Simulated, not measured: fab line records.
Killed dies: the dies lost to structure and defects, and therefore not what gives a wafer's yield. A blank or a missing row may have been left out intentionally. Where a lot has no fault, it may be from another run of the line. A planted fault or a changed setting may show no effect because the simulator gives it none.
Split-lot experiment ; flow n5-finfet ; 21 wafers read across 7 lots, on a route 1938 steps long

== THE SPLIT ITSELF ==
At N5_BEOL_M13_SPUTTER_44 (material Ta, target thk 10 nm, time 16.13 s), the setting time-s was moved away from the recipe's 16.13 s on 9 of the 21 wafers read, by -13.8% to +13.8%. The other wafers ran this setting at the recipe's value.

The reading is taken at the split's own step.

== THE READING ==
Ta_of_BEOL_M13_SPUTTER_44.thk-nm (the simulator's own value, which no gauge read), in nm, at N5_BEOL_M13_SPUTTER_44 (material Ta, target thk 10 nm, time 16.13 s). The file does not state a usual value for it. Average 10.1 nm, standard deviation 0.15 nm, over the 12 wafers here run with the recipe.

wafer;tool, chamber at the split;time-s as run, s;against the recipe;Ta_of_BEOL_M13_SPUTTER_44.thk-nm, nm;against lot-mates on the recipe
L078.2;pvd-sputter-02, -;16.13;recipe;10.4;-
L078.5;pvd-sputter-02, -;16.13;recipe;10.4;-
L078.4;pvd-sputter-02, -;16.13;recipe;10.2;-
L082.3;pvd-sputter-03, -;14.25;-11.7%;9;-1.2
L082.4;pvd-sputter-03, -;16.13;recipe;10.2;-
L082.5;pvd-sputter-03, -;14.25;-11.7%;8.8;-1.4
L087.2;pvd-sputter-01, -;16.13;recipe;10;-
L087.3;pvd-sputter-01, -;13.91;-13.8%;8.6;-1.4
L087.6;pvd-sputter-01, -;13.91;-13.8%;8.8;-1.2
L089.2;pvd-sputter-02, -;15.49;-4.0%;9.8;-0.4
L089.3;pvd-sputter-02, -;16.13;recipe;10.2;-
L089.5;pvd-sputter-02, -;16.13;recipe;10.2;-
L088.1;pvd-sputter-03, -;16.13;recipe;10;-
L088.2;pvd-sputter-03, -;16.13;recipe;10;-
L088.3;pvd-sputter-03, -;16.13;recipe;10;-
L092.1;pvd-sputter-02, -;16.13;recipe;10;-
L092.2;pvd-sputter-02, -;16.13;recipe;10;-
L092.5;pvd-sputter-02, -;15.44;-4.3%;9.6;-0.4
L095.1;pvd-sputter-01, -;18.36;+13.8%;11.4;no lot-mate on the recipe
L095.4;pvd-sputter-01, -;18.36;+13.8%;11.4;no lot-mate on the recipe
L095.6;pvd-sputter-01, -;18.36;+13.8%;11.2;no lot-mate on the recipe

THE FIT
A straight line over all 21 wafers: Ta_of_BEOL_M13_SPUTTER_44.thk-nm changes by +0.096 nm for each +1% of time-s; r = +0.98; the points scatter about the line by 0.15 nm.
The same after taking each lot's own level away (the mean of its wafers on the recipe; 18 wafers): +0.101 nm for each +1%; r = +0.99; scatter 0.084 nm.
According to that fit, moving time-s by its largest amount changes the reading by 1.4 nm.
From 10.00 to 10.33 nm: that is the span of the lots' own levels, equal to 2.2 times the standard deviation above.
The two slopes are in agreement: the lot-to-lot level therefore moves the slope only a little.
Check: with one of the wafers moved furthest among these (-13.8%) left out of the fit, the line predicts -1.39 nm for it against its lot-mates. It came out at -1.4 nm against them.

== ADDITIONAL SPLITS CARRIED BY THESE WAFERS ==
These wafers also went through other splits before the reading. Each is held against what the fit with the lots' levels taken away leaves over:
other split on the same wafers;wafers away from the commonest value;r with Ta_of_BEOL_M13_SPUTTER_44.thk-nm (lot level and that fit taken away)
N5_BEOL_M12_TRENCH_ETCH_34 time-s;6;+0.02
N5_BEOL_M13_COAT_66 spin-rpm;6;-0.28
N5_BEOL_M13_SPUTTER_43 power-w;8;-0.31

== FILE'S OWN FIT ==
Ta_of_BEOL_M13_SPUTTER_44.thk-nm changes by +0.101 nm for each +1% of time-s, r = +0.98.
